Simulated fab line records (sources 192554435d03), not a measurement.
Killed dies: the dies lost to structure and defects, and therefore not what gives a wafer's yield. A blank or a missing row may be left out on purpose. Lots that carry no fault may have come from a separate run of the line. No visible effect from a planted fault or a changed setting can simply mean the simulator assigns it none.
Which tool did it? | flow n5-finfet | 27 wafers from 10 lots sampled at 6 of the route's 1938 steps

== WHAT THE GAUGES READ, wafer by wafer ==
N5_BEOL_M3_THK_MEAS_01.
lot  | measured     | on            | M3_ILD_THK (nm)
L679 | day 7 12:23  | film-metro-01 | 77.3 79.5 78.6
L681 | day 7 21:43  | film-metro-02 | 77.7 78.6 79.1
L684 | day 8 10:17  | film-metro-01 | 77.5 80.0
L685 | day 8 13:47  | film-metro-01 | 78.5 78.7
L683 | day 8 20:33  | film-metro-01 | 77.6 78.8
L686 | day 9 09:04  | film-metro-01 | 78.1 76.2 77.6
L694 | day 11 06:43 | film-metro-01 | 75.6 79.2 79.4
L697 | day 12 02:31 | film-metro-02 | 78.4 77.4 80.0
L698 | day 12 19:29 | film-metro-02 | 77.4 77.9 79.4
L699 | day 12 21:11 | film-metro-01 | 78.2 78.2 80.3

N5_BEOL_M3_OVL_MEAS_29.
lot  | measured     | on         | V2_OVL (nm)
L679 | day 7 14:05  | overlay-01 | -2.2 -0.2 -0.4
L681 | day 7 23:26  | overlay-02 | 0.1 0.3 0.5
L684 | day 8 13:05  | overlay-02 | -0.3 0.0
L685 | day 8 15:37  | overlay-02 | 0.3 0.2
L683 | day 8 22:50  | overlay-02 | -0.8 -1.4
L686 | day 9 11:51  | overlay-02 | -1.2 -0.8 -0.7
L694 | day 11 08:41 | overlay-02 | -0.3 -1.4 -0.7
L697 | day 12 05:47 | overlay-02 | 2.8 3.0 2.4
L698 | day 12 21:50 | overlay-01 | 2.2 2.9 2.5
L699 | day 12 23:28 | overlay-02 | 0.1 0.3 0.0

N5_BEOL_M4_RC_MEAS_101.
lot  | measured     | on        | DIBL_N (mV/V)  | DIBL_P (mV/V)  | IOFF_N (nA/um) | IOFF_P (nA/um) | ION_N (uA/um) | ION_P (uA/um) | SS_N (mV/dec)  | SS_P (mV/dec)  | VT_N (mV)   | VT_P (mV)
L679 | day 8 17:34  | prober-01 | 33.6 35.9 35.9 | 32.6 34.8 34.9 | 0.11 0.14 0.14 | 0.16 0.20 0.20 | 674 674 691   | 460 461 472   | 70.4 71.5 71.7 | 72.6 72.8 73.2 | 254 252 251 | -251.9 -248.7 -249.1
L681 | day 9 05:35  | prober-01 | 36.5 37.2 39.8 | 36.3 36.8 37.5 | 0.16 0.18 0.22 | 0.23 0.22 0.24 | 654 691 664   | 450 467 453   | 71.3 72.1 73.1 | 73.1 72.9 73.7 | 250 247 248 | -249.0 -250.4 -246.8
L684 | day 9 20:19  | prober-01 | 35.9 36.5      | 37.5 38.6      | 0.16 0.16      | 0.20 0.23      | 672 661       | 460 454       | 71.6 71.9      | 73.0 73.5      | 249 250     | -250.0 -248.3
L685 | day 9 21:51  | prober-02 | 32.4 36.9      | 32.2 36.6      | 0.11 0.18      | 0.17 0.23      | 673 680       | 463 460       | 70.6 72.2      | 72.5 73.7      | 253 248     | -250.5 -249.3
L683 | day 10 00:14 | prober-02 | 37.4 38.7      | 36.2 38.2      | 0.17 0.19      | 0.24 0.28      | 681 695       | 474 475       | 71.5 72.6      | 73.3 73.8      | 251 247     | -248.1 -247.4
L686 | day 10 15:54 | prober-02 | 37.2 38.9 35.4 | 35.2 36.9 33.4 | 0.17 0.19 0.13 | 0.20 0.22 0.17 | 675 687 670   | 458 469 463   | 71.4 71.9 71.0 | 72.9 73.0 72.4 | 249 250 255 | -251.0 -249.8 -253.7
L694 | day 12 03:43 | prober-02 | 36.9 36.0 33.5 | 34.9 35.5 31.8 | 0.14 0.16 0.10 | 0.20 0.23 0.16 | 636 680 657   | 451 476 460   | 71.3 71.0 70.1 | 73.2 73.0 72.1 | 253 247 258 | -249.9 -246.2 -248.2
L697 | day 13 06:09 | prober-01 | 33.9 36.2 34.3 | 34.6 37.2 35.1 | 0.12 0.16 0.13 | 0.18 0.22 0.19 | 672 685 685   | 462 471 471   | 71.1 72.0 70.7 | 72.8 73.3 72.5 | 251 247 251 | -249.1 -249.4 -250.4
L698 | day 13 21:52 | prober-01 | 34.8 34.6 37.2 | 32.2 30.8 34.4 | 0.11 0.10 0.14 | 0.18 0.16 0.21 | 671 649 669   | 458 457 468   | 71.5 71.3 71.7 | 72.6 72.3 73.1 | 254 258 252 | -251.6 -251.8 -248.4
L699 | day 13 22:04 | prober-02 | 33.6 34.4 37.1 | 33.1 32.8 36.3 | 0.12 0.14 0.17 | 0.17 0.16 0.21 | 673 679 673   | 463 453 449   | 70.5 71.0 72.3 | 72.1 72.0 73.5 | 251 252 250 | -255.0 -253.8 -249.5

== TOOL THAT RAN EACH LOT (tool first, then ch and the chambers of the sampled wafers, then the start) ==
lot  | N5_BEOL_M3_HM_DEP_02         | N5_BEOL_M3_ETCH_74                 | N5_BEOL_M3_EXPOSE_25
L679 | pvd-sputter-03, day 7 12:47  | rie-diel-06 ch 0,3, day 7 13:19    | euv-scanner-01 ch 0, day 7 13:55
L681 | pvd-sputter-01, day 7 22:07  | rie-diel-03 ch 1,2,3, day 7 22:41  | euv-scanner-02 ch 0, day 7 23:16
L684 | pvd-sputter-03, day 8 11:47  | rie-diel-05 ch 0,2, day 8 12:20    | euv-scanner-01 ch 0, day 8 12:54
L685 | pvd-sputter-02, day 8 14:10  | rie-diel-03 ch 0,3, day 8 14:51    | euv-scanner-01 ch 0, day 8 15:26
L683 | pvd-sputter-02, day 8 21:19  | rie-diel-03 ch 0,3, day 8 22:05    | euv-scanner-01 ch 0, day 8 22:40
L686 | pvd-sputter-02, day 9 10:25  | rie-diel-06 ch 0,1,3, day 9 10:57  | euv-scanner-01 ch 0, day 9 11:41
L694 | pvd-sputter-03, day 11 07:16 | rie-diel-03 ch 0,1,2, day 11 07:49 | euv-scanner-01 ch 0, day 11 08:31
L697 | pvd-sputter-02, day 12 04:19 | rie-diel-03 ch 0,1,3, day 12 04:52 | euv-scanner-01 ch 0, day 12 05:37
L698 | pvd-sputter-02, day 12 20:33 | rie-diel-03 ch 1,3, day 12 21:06   | euv-scanner-01 ch 0, day 12 21:40
L699 | pvd-sputter-02, day 12 22:02 | rie-diel-03 ch 0,1,3, day 12 22:35 | euv-scanner-02 ch 0, day 12 23:18
- N5_BEOL_M3_HM_DEP_02: deposits TiN, target thk 20 nm.
- N5_BEOL_M3_ETCH_74: etches underlayer in N2/H2, target depth 6.5 nm, time 5.2 s.
- N5_BEOL_M3_EXPOSE_25: exposes mask V2, defocus 5 nm.

== WHAT THE TOOLS THEMSELVES READ (means of the sampled wafers that have a number; where no wafer has one, the mark that the record gives instead) ==
N5_BEOL_M3_HM_DEP_02.
lot  | tool           | susceptor-temp-C (C) | throttle-valve-pct (%)
L679 | pvd-sputter-03 | 24.98                | 30.5
L681 | pvd-sputter-01 | 25.03                | 29.7
L684 | pvd-sputter-03 | 24.99                | 30.0
L685 | pvd-sputter-02 | 25.14                | 31.0
L683 | pvd-sputter-02 | 25.15                | 28.4
L686 | pvd-sputter-02 | 25.05                | 30.5
L694 | pvd-sputter-03 | 24.91                | 30.6
L697 | pvd-sputter-02 | 24.91                | 29.8
L698 | pvd-sputter-02 | 24.84                | 29.5
L699 | pvd-sputter-02 | 24.95                | 29.8

N5_BEOL_M3_ETCH_74.
lot  | tool        | chamber-pressure-mTorr (mTorr) | drypump-motor-current-A (A) | etch-rf-on-time-s (s) | oes-product-au (a.u.) | rf-fwd-power-W (W) | rf-vpp-V (V) | showerhead-plenum-p-Torr (Torr) | throttle-valve-pct (%)
L679 | rie-diel-06 | 30.00                          | 5.8                         | 5.03                  | 0.71                  | 819.9              | 520.5        | 2.45                            | 17.67
L681 | rie-diel-03 | 30.03                          | 5.9                         | 5.15                  | 0.64                  | 819.3              | 522.4        | 2.47                            | 17.95
L684 | rie-diel-05 | 30.01                          | 5.4                         | 5.40                  | 0.70                  | 821.2              | 526.2        | 2.56                            | 17.88
L685 | rie-diel-03 | 30.02                          | 6.1                         | 5.31                  | 0.71                  | 816.0              | 522.5        | 2.46                            | 17.86
L683 | rie-diel-03 | 30.04                          | 6.1                         | 5.28                  | 0.71                  | 817.9              | 523.0        | 2.46                            | 17.88
L686 | rie-diel-06 | 30.04                          | 5.7                         | 5.17                  | 0.68                  | 820.2              | 520.6        | 2.45                            | 17.80
L694 | rie-diel-03 | 29.98                          | 6.2                         | 5.10                  | 0.67                  | 818.9              | 523.5        | 2.48                            | 17.82
L697 | rie-diel-03 | 29.99                          | 6.0                         | 5.22                  | 0.67                  | 817.9              | 521.8        | 2.48                            | 17.95
L698 | rie-diel-03 | 29.97                          | 5.9                         | 5.16                  | 0.63                  | 821.0              | 522.9        | 2.51                            | 18.08
L699 | rie-diel-03 | 29.97                          | 6.0                         | 5.24                  | 0.66                  | 819.2              | 522.0        | 2.48                            | 17.96

== THE ANSWER, worked out from the rows above alone ==
Rule: what is usual is taken from the lots themselves. The widest of any qualifying gaps counts: lots, ordered by their means at a reading, are off when they make up no more than a third of the lots, leave a main group of 4 or more, and stand apart from it by 3 or more times the standard deviation of that group's means. If all means in a main group match to the digits the tables above print for the reading, that group is not used. A lot without any number at a reading at which 4 lots or more have one is off too. Any other lot the step has rows for is counted as sound. The gauges are gone through in route order, then the tools' own readings, and for those a lot's mean is taken as printed above. The first step at which some lot is off is used, and at that step the reading that is off furthest; a lot without a number counts as furthest.
Off: L697, L698, seen at N5_BEOL_M3_OVL_MEAS_29 (V2_OVL). For the main group the mean is -0.4 nm and the standard deviation 0.55.
If a tool, at a process step before that reading, ran all the lots that are off and no sound lot after the first of them, it fits. The gauges at N5_BEOL_M3_OVL_MEAS_29 are tried like those tools. One fits: euv-scanner-01 at N5_BEOL_M3_EXPOSE_25. Its last sound lot is L694 (day 11 08:31), its first lot that is off L697 (day 12 05:37): a fault that began between those two fits.

== WHAT THE SIMULATOR HAD PUT IN ==
Scanner matching overlay: euv-scanner-01, from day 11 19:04 on, at N5_BEOL_M3_EXPOSE_25. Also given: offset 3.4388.
Struck lots among those shown: L697, L698. The rule given above showed the same thing.
